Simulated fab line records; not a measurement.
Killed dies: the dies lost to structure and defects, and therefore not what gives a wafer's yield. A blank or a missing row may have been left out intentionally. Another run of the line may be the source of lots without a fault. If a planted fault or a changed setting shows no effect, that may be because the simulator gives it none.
fab line records	flow nand_harc
record: lots: 13	wafers: 39	last_day: 25
route steps=1159 shown A_ONON_D1@439 A_CHANNEL_HOLE_D1@457 END@1159
lots that met no fault: taken from a fault-free run of the same line
start_h: hours from the record's first day to the start of the lot's first wafer shown	wait_h: how many hours have passed since the lot's step before this one	" as in the row above	L1.1+2: one row covering several wafers at once	- no value present, or no start provided	* or withheld: withheld	< > ~ a bound
route shown NAME@n: NAME is a module with steps in the file, n the number in the route of the first one	usual: mean and standard deviation over wafers with no fault	same: alike in all rows	chamber/n: place in a boat	sites: per-site readings	_std_site: their standard deviation	_edge_site: mean of outer sites minus mean of inner sites	radius_mm: for every site, how far away it sits from the centre of the wafer	mask NAME#n: copy n	behind: the most recent tool/chamber to have shaped the wafer	hold: the reason the lot was held/the length of the hold in hours/how it ended	device: the n, p or np transistor that did not switch	end of line: the route-end tests of the same wafers	a step given without rows: its recipe and nothing more	killed: the dies lost at the first sort to structure and to defects; this is not the yield of the wafer	map: a wafer's dies, marking killed ones x, the rest . and places with no die _
set.NAME: the setting as run; set.NAME@STEP: as run at that earlier step	model.NAME: the simulator's own value behind a step, which no gauge read
a sample of lots followed through the steps of the route, with each step as a table and each wafer as a row
services: from which hour (start_h, from the record's first day; less than 0 if before it) a tool's chamber was out of use, for how many hours, and why
== steps ==
step: NHARC_A_ONON_D1_THK_MEAS_21
recipe: thk_meas_gauge: ellipsometry
usual: thk_nm: 1001/8.4
lot.wafer	tool	chamber	start_h	wait_h	thk_nm
L721.2	film_metro-02	-	162.59	-	1016
L721.4	"	-	"	"	1013
L721.6	"	-	"	"	1015
L728.1	film_metro-02	-	215.08	-	1005
L728.4	"	-	"	"	1006
L728.5	"	-	"	"	1005
L731.1	film_metro-01	-	225.96	-	1014
L731.2	"	-	"	"	1014
L731.6	"	-	"	"	1015
L732.1	film_metro-02	-	225.98	-	990
L732.2	"	-	"	"	992
L732.3	"	-	"	"	992
L733.1	film_metro-02	-	242.28	-	1012
L733.2	"	-	"	"	1012
L733.6	"	-	"	"	1013
L735.1	film_metro-02	-	250.61	-	1010
L735.3	"	-	"	"	1012
L735.5	"	-	"	"	1010
L737.2	film_metro-01	-	250.64	-	1000
L737.3	"	-	"	"	1002
L737.6	"	-	"	"	1001
L738.2	film_metro-02	-	270.16	-	995
L738.3	"	-	"	"	998
L738.5	"	-	"	"	995
L736.1	film_metro-01	-	270.17	-	989
L736.4	"	-	"	"	988
L736.5	"	-	"	"	989
L741.2	film_metro-01	-	283.65	-	1006
L741.3	"	-	"	"	1007
L741.5	"	-	"	"	1007
L744.1	film_metro-01	-	295.82	-	996
L744.5	"	-	"	"	997
L744.6	"	-	"	"	995
L742.1	film_metro-02	-	295.95	-	1005
L742.3	"	-	"	"	1005
L742.5	"	-	"	"	1004
L743.3	film_metro-01	-	296.17	-	984
L743.5	"	-	"	"	983
L743.6	"	-	"	"	983
step: NHARC_A_ONON_D1_DEP_33
recipe: target_thk_a: 2000	temp_c: 400	pressure_torr: 6.5	rf_w: 900	teos_flow_sccm: 161.4	flow_sccm: 2650	target_thk_nm: 200	gas: O2	material: SiO2
usual: heater_power_outer_w: 312/74	heater_power_w: 566/89	throttle_valve_pct: 16.2/0.35
lot.wafer	tool	chamber	start_h	wait_h	heater_power_outer_w	heater_power_w	since_wet_clean_h	throttle_valve_pct
L721.2	pecvd-01	1	165.02	0.7	235	453	96	16.8
L721.4	"	0	"	"	281	537	-	16.5
L721.6	"	1	"	"	250	477	-	16.6
L728.1	pecvd-02	1	216.83	0.1	305	577	51	16.6
L728.4	"	2	"	"	318	580	-	15.9
L728.5	"	0	"	"	384	618	-	16.7
L731.1	pecvd-02	2	227.73	0.1	337	576	62	16.1
L731.2	"	1	"	"	266	505	62	16.5
L731.6	"	1	"	"	271	536	-	16.2
L732.3	pecvd-01	0	227.76	0.1	260	516	159	16.3
L732.1	"	1	"	"	196	410	159	16.8
L732.2	"	2	"	"	254	500	159	16.9
L733.1	pecvd-02	0	244.11	0.1	299	520	78	16.3
L733.2	"	1	"	"	328	610	78	16.5
L733.6	"	2	"	"	303	549	-	16.0
L737.3	pecvd-01	0	252.42	0.1	318	612	2	15.8
L737.2	"	1	"	"	230	449	2	16.4
L737.6	"	1	"	"	237	468	-	16.2
L735.3	pecvd-02	1	252.45	0.1	312	597	86	16.4
L735.1	"	2	"	"	323	566	86	16.0
L735.5	"	0	"	"	388	662	-	16.6
L738.3	pecvd-02	0	271.90	0.1	387	614	106	16.6
L738.2	"	2	"	"	314	577	106	16.3
L738.5	"	1	"	"	337	612	-	16.5
L736.1	pecvd-01	1	271.99	0.1	244	470	22	16.5
L736.4	"	2	"	"	256	476	-	16.5
L736.5	"	0	"	"	249	510	-	15.7
L741.2	pecvd-04	2	285.41	0.1	220	458	77	16.0
L741.3	"	0	"	"	360	643	77	16.1
L741.5	"	0	"	"	374	668	-	16.2
L744.1	pecvd-04	2	297.57	0.1	183	424	89	16.0
L744.5	"	2	"	"	193	429	-	16.0
L744.6	"	0	"	"	390	708	-	16.3
L742.1	pecvd-01	1	297.91	0.3	250	467	48	16.3
L742.3	"	0	"	"	328	593	48	15.8
L742.5	"	1	"	"	258	468	-	16.4
L743.3	pecvd-04	0	298.01	0.1	266	532	90	16.4
L743.6	"	1	"	"	494	765	-	15.8
L743.5	"	2	"	"	174	410	-	15.6
step: NHARC_A_CHANNEL_HOLE_D1_SOFTBAKE_05
recipe: temp_c: 105	time_s: 55
usual: heater_power_total_W: 188.45/0.12
lot.wafer	tool	chamber	start_h	wait_h	heater_power_total_W
L721.2	litho_track-01	0	170	-	188.44
L721.4	"	0	"	"	188.47
L721.6	"	0	"	"	188.40
L728.1	litho_track-01	0	220	-	188.65
L728.4	"	0	"	"	188.59
L728.5	"	0	"	"	322.97
L731.1	litho_track-04	0	233	-	188.27
L731.2	"	0	"	"	188.45
L731.6	"	0	"	"	188.40
L732.1	litho_track-01	0	234	-	188.49
L732.2	"	0	"	"	188.40
L732.3	"	0	"	"	323.08
L733.1	litho_track-06	0	248	-	188.69
L733.2	"	0	"	"	188.31
L733.6	"	0	"	"	188.48
L735.1	litho_track-06	0	257	-	188.33
L735.3	"	0	"	"	188.44
L735.5	"	0	"	"	188.46
L737.2	litho_track-06	0	257	-	188.75
L737.3	"	0	"	"	188.35
L737.6	"	0	"	"	188.35
L738.2	litho_track-04	0	274	-	188.33
L738.3	"	0	"	"	188.66
L738.5	"	0	"	"	188.28
L736.1	litho_track-06	0	275	-	188.49
L736.4	"	0	"	"	188.42
L736.5	"	0	"	"	188.34
L741.2	litho_track-06	0	288	-	188.57
L741.3	"	0	"	"	188.34
L741.5	"	0	"	"	188.30
L744.1	litho_track-04	0	305	-	188.55
L744.5	"	0	"	"	188.57
L744.6	"	0	"	"	188.44
L742.1	litho_track-06	0	307	-	188.46
L742.3	"	0	"	"	188.58
L742.5	"	0	"	"	188.50
L743.3	litho_track-06	0	307	-	188.28
L743.5	"	0	"	"	188.38
L743.6	"	0	"	"	188.48
step: NHARC_A_CHANNEL_HOLE_D1_ETCH_34
recipe: target_depth_a: 1540	time_s: 77	cf4_flow_sccm: 100	chf3_flow_sccm: 30	ar_flow_sccm: 0	rf_w: 500	bias_w: 200	chemistry: CF4/CHF3
usual: drypump_motor_current_A: 5.8/0.47	oes_product_au: 0.953/0.025	rf_vpp_V: 370.3/2	showerhead_plenum_p_Torr: 1.57/0.053	throttle_valve_pct: 16.802/0.0089
lot.wafer	tool	chamber	start_h	wait_h	drypump_motor_current_A	oes_product_au	rf_hours_counter_h	rf_vpp_V	showerhead_plenum_p_Torr	throttle_valve_pct
L721.2	rie_diel-06	1	-	-	5.7	0.925	7	366.4	1.49	16.789
L721.4	"	0	"	"	5.0	0.956	7	372.1	1.60	16.799
L721.6	"	2	"	"	6.1	0.915	-	367.6	1.51	16.798
L728.4	rie_diel-09	2	-	-	6.5	0.954	6	369.4	1.55	16.813
L728.1	"	0	"	"	5.6	0.986	6	367.4	1.49	16.805
L728.5	"	2	"	"	6.4	0.944	-	371.2	1.55	16.802
L731.1	rie_diel-06	1	-	-	5.7	0.915	13	367.8	1.49	16.798
L731.2	"	2	"	"	6.1	0.908	12	368.9	1.51	16.806
L731.6	"	1	"	"	5.7	0.913	-	368.0	1.49	16.795
L732.1	rie_diel-12	2	-	-	5.0	0.922	2	370.5	1.55	16.814
L732.2	"	0	"	"	6.0	0.940	2	371.1	1.61	16.801
L732.3	"	1	"	"	6.5	0.923	2	371.1	1.63	16.808
L733.1	rie_diel-09	1	-	-	5.7	0.941	8	371.5	1.59	16.780
L733.2	"	2	"	"	6.5	0.946	7	367.9	1.55	16.787
L733.6	"	1	"	"	5.8	0.949	-	371.5	1.59	16.802
L735.1	rie_diel-12	0	-	-	6.0	0.990	4	372.5	1.61	16.811
L735.3	"	2	"	"	4.9	0.979	4	368.9	1.55	16.802
L735.5	"	3	"	"	6.2	0.965	-	369.9	1.56	16.806
L737.3	rie_diel-06	2	-	-	6.1	0.957	0	367.9	1.51	16.791
L737.2	"	3	"	"	5.2	0.943	0	370.9	1.62	16.806
L737.6	"	2	"	"	6.1	0.950	-	368.0	1.51	16.801
L738.3	rie_diel-06	1	-	-	5.7	0.934	1	367.5	1.49	16.801
L738.2	"	3	"	"	5.2	0.934	1	371.7	1.62	16.795
L738.5	"	1	"	"	5.7	0.925	-	368.0	1.49	16.792
L736.1	rie_diel-12	3	-	-	6.2	0.966	6	371.1	1.56	16.799
L736.4	"	2	"	"	4.9	0.989	5	369.8	1.55	16.793
L736.5	"	0	"	"	5.9	0.974	-	371.1	1.61	16.793
L741.2	rie_diel-09	2	-	-	6.4	0.926	1	370.7	1.55	16.804
L741.3	"	3	"	"	5.7	0.938	1	372.1	1.66	16.790
L741.5	"	1	"	"	5.8	0.920	-	372.2	1.59	16.804
L744.1	rie_diel-09	1	-	-	5.8	0.982	3	370.7	1.59	16.812
L744.5	"	1	"	"	5.8	0.980	-	371.5	1.59	16.827
L744.6	"	2	"	"	6.4	0.960	-	368.8	1.55	16.797
L742.1	rie_diel-06	3	-	-	5.2	0.951	3	369.9	1.62	16.799
L742.3	"	0	"	"	5.0	0.980	4	371.6	1.60	16.799
L742.5	"	2	"	"	6.0	0.949	-	368.2	1.51	16.799
L743.3	rie_diel-09	2	-	-	6.5	0.968	3	369.2	1.55	16.820
L743.5	"	3	"	"	5.7	0.982	-	373.8	1.66	16.813
L743.6	"	0	"	"	5.5	0.970	-	369.1	1.49	16.806
step: NHARC_END_SORT_01
recipe: temp_c: 25
usual: killed_at_array: 27/11	killed_at_other: 0.7/1.1	killed_at_periphery: 3.6/2.4	killed_dies: 32/11	killed_open: 3.3/1.8	killed_short: 2.1/1.5
same: gross_dies: 677
lot.wafer	tool	chamber	start_h	wait_h	killed_at_array	killed_at_other	killed_at_periphery	killed_dies	killed_open	killed_short
L741.2	prober-02	0	553.04	2.8	32	0	2	34	4	1
L741.3	prober-02	0	553.84	3.1	38	1	2	41	3	3
L741.5	prober-02	0	555.44	3.7	18	1	4	23	2	0
killed by level:class
L741.2 A_SLIT:chamber_film_flake=17 A_CHANNEL_HOLE_D1:chamber_film_flake=4 A_CONTACT:chamber_film_flake=4 A_M0:geometric_particle:open=2 A_BONDPAD:chamber_film_flake=2 P_CONTACT:geometric_particle:open=1 A_M1:geometric_particle:open=1 A_M1:geometric_particle:short=1
L741.3 A_SLIT:chamber_film_flake=15 A_CHANNEL_HOLE_D1:chamber_film_flake=8 A_BONDPAD:chamber_film_flake=4 A_WL_FILL:geometric_particle:short=2 A_CONTACT:geometric_particle:open=2 A_ZERO_WELL:chamber_film_flake=2 A_CONTACT:chamber_film_flake=2 P_STI:geometric_particle:open=1
L741.5 A_SLIT:chamber_film_flake=5 A_CHANNEL_HOLE_D1:chamber_film_flake=4 A_CONTACT:chamber_film_flake=3 P_STI:chamber_film_flake=2 A_STAIRCASE:chamber_film_flake=2 A_BONDPAD:chamber_film_flake=2 P_GATE:geometric_particle:open=1 A_CHANNEL_FILL_D1:geometric_particle:open=1
== services ==
tool	chamber	start_h	hours	kind
pecvd-01	1	142.07	6.4	repair
pecvd-02	-	145.32	0.5	repair
rie_diel-06	0	146.70	-	clean
rie_diel-06	1	146.70	-	clean
rie_diel-06	2	146.70	-	clean
rie_diel-06	3	146.70	-	clean
pecvd-02	-	153.17	13.0	pm
pecvd-02	0	153.17	13.0	vent_cycle
pecvd-02	1	153.17	13.0	vent_cycle
pecvd-02	2	153.17	13.0	vent_cycle
rie_diel-09	2	184.47	6.7	repair
pecvd-04	-	195.23	13.0	pm
rie_diel-12	-	202.43	9.0	pm
rie_diel-12	3	226.89	6.1	repair
pecvd-04	-	230.87	0.7	repair
pecvd-01	-	237.32	13.0	pm
rie_diel-06	-	241.20	9.0	pm
rie_diel-09	3	250.30	11.4	repair
rie_diel-09	2	252.14	2.4	repair
rie_diel-09	-	254.41	9.0	pm
litho_track-01	-	268.00	7.0	pm
rie_diel-09	0	276.41	15.2	repair
pecvd-02	-	291.52	0.6	repair
litho_track-06	-	292.00	7.0	pm
== key ==
first_sign: step: NHARC_A_CHANNEL_HOLE_D1_SOFTBAKE_05	reading: heater_power_total_W	direction: up	sigmas: 99+	usual: *	struck: *
effect none on later readings
met_at NHARC_A_CHANNEL_HOLE_D1_SOFTBAKE_05
struck_lots L728,L732
struck_wafers L728.5,L732.3
tester_left_out L728,L732
not_acting_at NHARC_A_ONON_D1_THK_MEAS_21,NHARC_A_ONON_D1_DEP_33,NHARC_A_CHANNEL_HOLE_D1_ETCH_34
onset_between 170 220
fault: kind: process_parameter_drift	tool: litho_track-01	chamber: -	onset_h: 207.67	steps: NHARC_A_CHANNEL_HOLE_D1_SOFTBAKE_05	channel: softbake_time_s	offset: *	shape: step	end_h: 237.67	scope: struck_wafers_only	acts_in: *	stated: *
tester_left_out: of these lots the tester's yield and bins aren't shown, on N5 and GAA mostly nor the transistor test; their killed dies are dies lost to structure and defects alone, not to doping, threshold or leakage, so they don't give the yield
